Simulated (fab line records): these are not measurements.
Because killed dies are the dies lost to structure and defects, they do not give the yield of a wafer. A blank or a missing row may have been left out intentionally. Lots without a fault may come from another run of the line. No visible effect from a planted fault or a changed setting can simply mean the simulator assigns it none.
Matching of chambers ; flow nand harc ; rie diel-02 running NHARC_P_GATE_DESCUM_61: 4 sister chambers
The step chemistry O2, time 3 s. 18 wafers are shown with their chamber, then 9 later ones without.

== WAFERS, EACH WITH ITS CHAMBER ==
wafer;chamber;drypump motor current A (A);showerhead plenum p Torr (Torr);throttle valve pct (%)
L385.2;1;4.9;1.97;11.322
L385.3;0;6.3;2.04;11.321
L385.5;1;5.0;1.97;11.315
L386.1;1;4.9;1.97;11.308
L386.3;2;5.5;1.80;11.311
L386.5;2;5.5;1.80;11.300
L388.1;1;4.9;1.96;11.312
L388.2;2;5.5;1.80;11.318
L388.3;0;6.3;2.04;11.315
L390.4;2;5.5;1.80;11.299
L390.5;2;5.5;1.80;11.312
L390.6;3;5.8;2.01;11.322
L394.1;2;5.5;1.80;11.311
L394.3;0;6.3;2.04;11.314
L394.5;2;5.5;1.80;11.294
L398.3;1;4.9;1.96;11.313
L398.4;0;6.3;2.03;11.305
L398.5;1;4.9;1.96;11.312

SIGNATURES, as means of the wafers listed above
reading;chamber 0;chamber 1;chamber 2;chamber 3;scatter within a chamber
drypump motor current A;6.300;4.917;5.500;5.800;0.0244
showerhead plenum p Torr;2.0375;1.9650;1.8000;2.0100;0.00401
throttle valve pct;11.31375;11.31367;11.30643;11.32200;0.00706
Rule: a wafer lies at a distance from a chamber equal to the root of the sum of squares, over the readings, of (its reading less the chamber's mean, divided by the reading's scatter). If the next closest chamber is less than 2 further off than the closest, the wafer can't be placed; otherwise it belongs to the closest. The scatter: the root of (the sum of the squares of (reading less its chamber's mean) over the shown wafers, divided by (wafers less chambers)).

== WAFERS WITHOUT THEIR CHAMBER ==
wafer;drypump motor current A (A);showerhead plenum p Torr (Torr);throttle valve pct (%)
L397.1;5.5;1.79;11.312
L397.3;5.8;2.01;11.312
L397.6;6.3;2.03;11.308
L399.1;5.8;2.01;11.310
L399.2;4.9;1.96;11.319
L399.3;6.3;2.03;11.319
L406.2;6.3;2.03;11.320
L406.3;5.5;1.79;11.318
L406.6;6.3;2.03;11.327

== THE CHAMBER EACH PASSED THROUGH ==
wafer;from the rows above;in truth
L397.1;2;2
L397.3;3;3
L397.6;0;0
L399.1;3;3
L399.2;1;1
L399.3;0;0
L406.2;0;0
L406.3;2;2
L406.6;0;0
Correctly placed: 9 of 9. From these rows, 0 cannot be placed. Wrongly placed: 0.
